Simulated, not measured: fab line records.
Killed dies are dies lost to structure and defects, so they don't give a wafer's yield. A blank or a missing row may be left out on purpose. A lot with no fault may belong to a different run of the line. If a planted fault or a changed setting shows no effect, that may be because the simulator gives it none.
Comparing a struck lot with a sound one / flow n5 finfet / 17 steps out of a route of 1938
Sound: the wafers L587.2, L587.3, L587.5. Wafers L598.2, L598.4 were the ones struck. The cause is named last.
Each step with rows lists, per side, the tool, then ch with its chambers, then its first start. Under that, the readings that differ: sound wafers / struck wafers / difference of the means / sigmas: that difference in standard deviations of wafers without a fault.
alike: same words and numbers on both sides, and readings whose means sit less than 2 such deviations apart. not compared: any withheld reading, any reading some wafer has no value for, any bound like >300 that may hide the same value, and any number with overlapping values for which the record gives no deviation.
Wherever a step has rows on one side only, a row that says differs or no value, or a row with sigmas, the two part there. Numbers that don't overlap but have no deviation are shown without sigmas and don't part them. A reading that every wafer of one side lacks parts them only if that side has two wafers or more.

first, 9 steps without rows for these wafers: N5_BEOL_M7_COAT_63 (time 60 s, resist thk 60 nm); N5_BEOL_M7_COAT_64 (time 60 s, resist thk 12 nm); N5_BEOL_M7_COAT_71 (time 60 s, resist thk 5 nm); N5_BEOL_M7_COAT_22 (resist thk 30 nm); N5_BEOL_M7_EBR_24; N5_BEOL_M7_SOFTBAKE_23 (time 60 s); N5_BEOL_M7_EXPOSE_25 (exposes mask V6, target cd 40 nm); N5_BEOL_M7_PEB_26 (peb time 60 s); N5_BEOL_M7_DEVELOP_27 (develop time 30 s).
N5_BEOL_M7_CD_MEAS_28: the cd target is 40 nm.
  sound on cd sem-02 ch 0, day 10 00:29; struck on cd sem-03 ch 0, day 14 13:03
  alike: cd nm
N5_BEOL_M7_OVL_MEAS_29:
  sound on overlay-01 ch 0, day 10 00:31; struck on overlay-01 ch 0, day 14 13:05
  alike: V6_OVL
N5_BEOL_M7_INSPECT_30: inspects for defects (brightfield).
  sound on defect inspect-02, day 10 00:34; struck on defect inspect-02, day 14 13:08
  alike: raw defect count
N5_BEOL_M7_DESCUM_33: chemistry O2, time 7 s.
  sound on rie diel-04 ch 1,3, day 10 01:06; struck on rie diel-06 ch 3, day 14 13:23
reading=model.CAR-EUV_of_BEOL_M7_COAT_22.thk nm (nm); sound=26 26 26; struck=25.6 25.6; difference=-0.4; sigmas=
  alike: drypump motor current A, oes product au, rf vpp V, showerhead plenum p Torr, throttle valve pct
  not compared: rf hours counter h
N5_BEOL_M7_ETCH_72: etches underlayer in N2/H2, target depth 6.5 nm, time 5.2 s.
  sound on rie diel-04 ch 1,3, day 10 01:08; struck on rie diel-06 ch 3, day 14 13:25
  alike: drypump motor current A, etch rf on time s, oes product au, rf vpp V, showerhead plenum p Torr, throttle valve pct
  not compared: rf hours counter h
N5_BEOL_M7_ETCH_65: etches SiARC in CF4, target depth 15.6 nm, time 26 s.
  sound on rie diel-04 ch 1,3, day 10 01:09; struck on rie diel-06 ch 3, day 14 13:26
reading=model.CAR-EUV_of_BEOL_M7_COAT_22.thk nm (nm); sound=11.2 11.2 11; struck=10.6 10.8; difference=-0.4; sigmas=
  alike: drypump motor current A, etch rf on time s, oes product au, rf vpp V, showerhead plenum p Torr, throttle valve pct
  not compared: rf hours counter h
N5_BEOL_M7_ETCH_66: etches SOC in N2/H2, target depth 80 nm, overetch 16 nm, time 120 s.
  sound on rie diel-04 ch 1,3, day 10 01:11; struck on rie diel-06 ch 3, day 14 13:28
  alike: drypump motor current A, oes product au, rf vpp V, showerhead plenum p Torr, throttle valve pct
  not compared: rf hours counter h
following that, these wafers have no rows for 1 step: N5_PASSIVATION_PROBE_49.

== WHERE THEY PART ==
Nowhere in this record.

WHY: what the simulator had put in
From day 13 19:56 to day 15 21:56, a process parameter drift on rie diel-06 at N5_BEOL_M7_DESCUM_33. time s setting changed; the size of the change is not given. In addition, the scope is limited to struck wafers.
